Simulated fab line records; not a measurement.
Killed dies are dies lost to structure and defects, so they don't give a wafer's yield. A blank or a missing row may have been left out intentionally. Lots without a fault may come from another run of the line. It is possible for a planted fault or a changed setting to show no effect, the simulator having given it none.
Chamber matching	flow nand_harc	NHARC_A_STAIRCASE_TRIM_187 on rie_diel-04 has 4 sister chambers
The step chemistry O2, time 211.2 s. 33 wafers are shown with their chamber, then 12 later ones without.

== WAFERS, EACH WITH ITS CHAMBER ==
wafer	chamber	showerhead_plenum_p_Torr (Torr)	drypump_motor_current_A (A)	throttle_valve_pct (%)
L077.1	3	3.60	6.2	17.038
L077.2	2	3.45	5.8	17.032
L077.5	3	3.60	6.2	17.036
L077.3	0	3.77	4.6	17.033
L077.4	1	3.32	5.0	17.030
L077.6	0	3.77	4.6	17.038
L078.1	0	3.77	4.6	17.047
L078.4	2	3.45	5.8	17.038
L078.6	0	3.77	4.6	17.039
L079.1	3	3.60	6.1	17.052
L079.2	1	3.31	4.9	17.032
L079.4	0	3.77	4.6	17.043
L082.1	2	3.45	5.8	17.038
L082.2	0	3.76	4.6	17.053
L082.4	3	3.60	6.2	17.050
L081.2	1	3.31	4.9	17.019
L081.5	1	3.31	4.9	17.031
L081.6	2	3.45	5.8	17.049
L081.1	0	3.76	4.7	17.029
L081.3	2	3.44	5.8	17.030
L081.4	3	3.59	6.2	17.020
L083.2	2	3.44	5.8	17.030
L083.3	1	3.31	4.9	17.042
L083.4	3	3.59	6.2	17.031
L085.2	1	3.30	5.0	17.025
L085.3	0	3.75	4.6	17.031
L085.6	2	3.44	5.8	17.030
L086.3	0	3.75	4.6	17.030
L086.4	3	3.59	6.2	17.034
L086.5	3	3.59	6.2	17.050
L089.1	3	3.58	6.2	17.040
L089.2	1	3.30	4.9	17.037
L089.3	2	3.43	5.8	17.035

SIGNATURES (averages over the wafers above)
reading	chamber 0	chamber 1	chamber 2	chamber 3	scatter within a chamber
showerhead_plenum_p_Torr	3.7633	3.3086	3.4438	3.5933	0.0076
drypump_motor_current_A	4.611	4.929	5.800	6.189	0.0333
throttle_valve_pct	17.03811	17.03086	17.03525	17.03900	0.00843
Rule: for each reading, subtract the chamber's mean from the wafer's reading, divide by that reading's scatter and square the result; add these up over the readings and take the root, which gives the wafer's distance from the chamber. If the next closest chamber is less than 2 further off than the closest, the wafer can't be placed; otherwise it belongs to the closest. The scatter: the root of (the sum of the squares of (reading less its chamber's mean) over the shown wafers, divided by (wafers less chambers)).

== WAFERS MISSING THEIR CHAMBER ==
wafer	showerhead_plenum_p_Torr (Torr)	drypump_motor_current_A (A)	throttle_valve_pct (%)
L090.1	3.58	6.2	17.059
L090.5	3.74	4.6	17.040
L090.6	3.58	6.2	17.031
L091.3	3.74	4.7	17.031
L091.4	3.29	4.9	17.036
L091.6	3.74	4.7	17.031
L094.1	3.42	5.8	17.030
L094.2	3.29	4.9	17.047
L094.3	3.57	6.2	17.033
L094.4	3.74	4.7	17.031
L094.5	3.57	6.1	17.036
L094.6	3.42	5.8	17.062

== CHAMBER TAKEN BY EACH ==
wafer	from the rows above	in truth
L090.1	3	3
L090.5	0	0
L090.6	3	3
L091.3	0	0
L091.4	1	1
L091.6	0	0
L094.1	2	2
L094.2	1	1
L094.3	3	3
L094.4	0	0
L094.5	3	3
L094.6	2	2
Correct placement for 12 of the 12. Not placeable from these rows: 0. Wrongly placed: 0.
